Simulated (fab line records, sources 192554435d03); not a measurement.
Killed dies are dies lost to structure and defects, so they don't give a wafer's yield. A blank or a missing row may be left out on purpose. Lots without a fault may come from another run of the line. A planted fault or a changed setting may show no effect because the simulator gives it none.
Chamber matching | flow n5_finfet | N5_GATE_CUT_ETCH_36 on rie_diel-05: 4 sister chambers
The step etches SiARC in CF4, target depth 13 nm, time 21.7 s. 4 wafers are shown with their chamber, then 8 later ones without.

WAFERS WITH THEIR CHAMBER
wafer  | chamber | drypump_motor_current_A (A)
L078.4 | 0       | 6.0
L084.5 | 1       | 5.7
L084.6 | 2       | 6.8
L088.1 | 3       | 5.2

WAFERS WITHOUT THEIR CHAMBER
wafer  | drypump_motor_current_A (A)
L088.3 | 5.9
L088.5 | 5.2
L091.2 | 5.7
L091.4 | 5.2
L091.5 | 5.7
L096.2 | 5.7
L096.3 | 5.9
L096.5 | 6.8

WHICH CHAMBER EACH WENT THROUGH
wafer  | from the rows above | in truth
L088.3 | 0                   | 0
L088.5 | 3                   | 3
L091.2 | 1                   | 1
L091.4 | 3                   | 3
L091.5 | 1                   | 1
L096.2 | 1                   | 1
L096.3 | 0                   | 0
L096.5 | 2                   | 2
Placed correctly: 8 of 8. Can't be placed from these rows: 0. Placed wrongly: 0.
How it was worked out, from the rows above alone: a wafer's distance from a chamber is the root of the sum, over the readings, of the square of ((its reading less the chamber's mean) divided by the reading's scatter). The wafer belongs to the nearest chamber; if the next one is less than 2 further off, it can't be placed. A chamber's mean is the mean of its shown wafers. The scatter: with one shown wafer a chamber, the root of the mean of the squares of how far each hidden wafer lies from its nearest shown one.
